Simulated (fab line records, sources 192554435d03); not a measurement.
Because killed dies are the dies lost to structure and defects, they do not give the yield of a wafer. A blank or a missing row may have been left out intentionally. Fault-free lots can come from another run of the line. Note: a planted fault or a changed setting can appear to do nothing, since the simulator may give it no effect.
Split-lot study + flow n5Finfet + on a route of 1938 steps: 7 lots, 39 wafers read

## ABOUT THE SPLIT
At N5_HKMG_FIN_DESCUM_17 (chemistry O2, time 7.9 s), the setting timeS was moved away from the recipe's 7.9 s on 9 of the 39 wafers read, by -39.5% to +21.0%. For the rest of the wafers, this setting stayed at what the recipe calls for.

The file shows no step between the split and the reading.

## THE READING
CAR-ArF_of_HKMG_FIN_COAT_06.thkNm (the simulator's own value, which no gauge read), in nm, at N5_HKMG_FIN_ETCH_31 (etches SiARC in CF4, target depth 45.5 nm, time 75.8 s). No usual value for it is given in the file. Average 50.9 nm, standard deviation 0.27 nm, over the 30 wafers here run with the recipe.

| wafer  | tool, chamber at the split | timeS as run, s | against the recipe | CAR-ArF_of_HKMG_FIN_COAT_06.thkNm, nm | against lot-mates on the recipe |
|--------|----------------------------|-----------------|--------------------|---------------------------------------|---------------------------------|
| L074.1 | rieDiel-02, 0,3            | 9.557           | +21.0%             | 49.2                                  | -1.2                            |
| L074.4 | rieDiel-02, 0,3            | 9.557           | +21.0%             | 49.2                                  | -1.2                            |
| L074.2 | rieDiel-02, 1              | 9.557           | +21.0%             | 49.4                                  | -1.0                            |
| L074.3 | rieDiel-02, 3,1,0          | 7.9             | recipe             | 50.4                                  | -                               |
| L074.5 | rieDiel-02, 3,1,0          | 7.9             | recipe             | 50.4                                  | -                               |
| L074.6 | rieDiel-02, 3,1,0          | 7.9             | recipe             | 50.4                                  | -                               |
| L079.1 | rieDiel-02, 1,2,0          | 7.9             | recipe             | 51.4                                  | -                               |
| L079.2 | rieDiel-02, 1,2,0          | 7.9             | recipe             | 51.2                                  | -                               |
| L079.6 | rieDiel-02, 1,2,0          | 7.9             | recipe             | 51.2                                  | -                               |
| L079.3 | rieDiel-02, 3,0,1          | 7.9             | recipe             | 51                                    | -                               |
| L079.4 | rieDiel-02, 3,0,1          | 7.9             | recipe             | 51                                    | -                               |
| L079.5 | rieDiel-02, 3,0,1          | 7.9             | recipe             | 51                                    | -                               |
| L087.1 | rieDiel-01, 1,1,2          | 7.9             | recipe             | 51                                    | -                               |
| L087.2 | rieDiel-01, 0              | 7.9             | recipe             | 51                                    | -                               |
| L087.4 | rieDiel-01, 0              | 7.9             | recipe             | 51                                    | -                               |
| L087.6 | rieDiel-01, 1,1,2          | 7.9             | recipe             | 51                                    | -                               |
| L087.3 | rieDiel-01, 2              | 7.9             | recipe             | 50.8                                  | -                               |
| L087.5 | rieDiel-01, 1,1,2          | 7.9             | recipe             | 51.2                                  | -                               |
| L089.1 | rieDiel-01, 2,1,3          | 6.352           | -19.6%             | 52                                    | +1.1                            |
| L089.6 | rieDiel-01, 2,1,3          | 6.352           | -19.6%             | 52                                    | +1.1                            |
| L089.2 | rieDiel-01, 2,1,3          | 6.352           | -19.6%             | 51.8                                  | +0.9                            |
| L089.3 | rieDiel-01, 3,2            | 7.9             | recipe             | 51                                    | -                               |
| L089.5 | rieDiel-01, 3,2            | 7.9             | recipe             | 51                                    | -                               |
| L089.4 | rieDiel-01, 1              | 7.9             | recipe             | 50.6                                  | -                               |
| L092.1 | rieDiel-02, 1,2            | 7.9             | recipe             | 51.2                                  | -                               |
| L092.3 | rieDiel-02, 2              | 7.9             | recipe             | 51.2                                  | -                               |
| L092.5 | rieDiel-02, 1,2            | 7.9             | recipe             | 51.2                                  | -                               |
| L092.2 | rieDiel-02, 0,3            | 7.9             | recipe             | 50.8                                  | -                               |
| L092.4 | rieDiel-02, 0,3            | 7.9             | recipe             | 50.8                                  | -                               |
| L092.6 | rieDiel-02, 3              | 7.9             | recipe             | 50.8                                  | -                               |
| L095.1 | rieDiel-02, 2,3,0          | 7.9             | recipe             | 51                                    | -                               |
| L095.4 | rieDiel-02, 2,3,0          | 7.9             | recipe             | 51                                    | -                               |
| L095.2 | rieDiel-02, 1,3            | 4.777           | -39.5%             | 52.8                                  | +1.9                            |
| L095.6 | rieDiel-02, 1,3            | 4.777           | -39.5%             | 52.8                                  | +1.9                            |
| L095.3 | rieDiel-02, 2,3,0          | 7.9             | recipe             | 50.8                                  | -                               |
| L095.5 | rieDiel-02, 0              | 4.777           | -39.5%             | 53.4                                  | +2.5                            |
| L097.1 | rieDiel-06, 3,0,3          | 7.9             | recipe             | 50.6                                  | -                               |
| L097.3 | rieDiel-06, 3,0,3          | 7.9             | recipe             | 50.6                                  | -                               |
| L097.6 | rieDiel-06, 3,0,3          | 7.9             | recipe             | 50.4                                  | -                               |
When a row names more than one chamber, that row covers several wafers, and the file does not tell which wafer ran in which chamber.

FIT RESULTS
A straight line over all 39 wafers: CAR-ArF_of_HKMG_FIN_COAT_06.thkNm changes by -0.0585 nm for each +1% of timeS; r = -0.94; the points scatter about the line by 0.29 nm.
The same after taking each lot's own level away (the mean of its wafers on the recipe; 39 wafers): -0.053 nm for each +1%; r = -0.98; scatter 0.16 nm.
According to that fit, moving timeS by its largest amount changes the reading by 2.1 nm.
From 50.40 to 51.13 nm: that is the span of the lots' own levels, equal to 2.7 times the standard deviation above.
So the slope is not independent of the lot-to-lot level: the two fits are not the same.
Check: with one of the wafers moved furthest among these (-39.5%) left out of the fit, the line predicts +2.16 nm for it against its lot-mates. Against them it came out at +1.87 nm.

## ADDITIONAL SPLITS CARRIED BY THESE WAFERS
Note: prior to the reading, these wafers also went through further splits. Each is held against what the fit with the lots' levels taken away leaves over:
| other split on the same wafers      | wafers away from the commonest value | r with CAR-ArF_of_HKMG_FIN_COAT_06.thkNm (lot level and that fit taken away) |
|-------------------------------------|--------------------------------------|------------------------------------------------------------------------------|
| N5_FIN_SAQP_HM_DEP_03 targetThkA    | 12                                   | -0.11                                                                        |
| N5_FIN_SAQP_DEVELOP_15 developTimeS | 12                                   | +0.00                                                                        |
| N5_SD_EPI_P_EPI_21 epiGrowthTimeS   | 12                                   | -0.08                                                                        |

## THE WHOLE CHAIN: every reading that the file lists as answering this split, in the file's order
| step                  | what it does                                           | reading                                                                            | change (the file's fit)                | r (the file's) |
|-----------------------|--------------------------------------------------------|------------------------------------------------------------------------------------|----------------------------------------|----------------|
| N5_HKMG_FIN_DESCUM_17 | chemistry O2, time 7.9 s                               | CAR-ArF_of_HKMG_FIN_COAT_06.thkNm (the simulator's own value, which no gauge read) | -0.0502 nm for each +1% of the setting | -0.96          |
| N5_HKMG_FIN_ETCH_31   | etches SiARC in CF4, target depth 45.5 nm, time 75.8 s | CAR-ArF_of_HKMG_FIN_COAT_06.thkNm (the simulator's own value, which no gauge read) | -0.0529 nm for each +1% of the setting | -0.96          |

## FILE'S OWN FIT
CAR-ArF_of_HKMG_FIN_COAT_06.thkNm changes by -0.0529 nm for each +1% of timeS, r = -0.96.
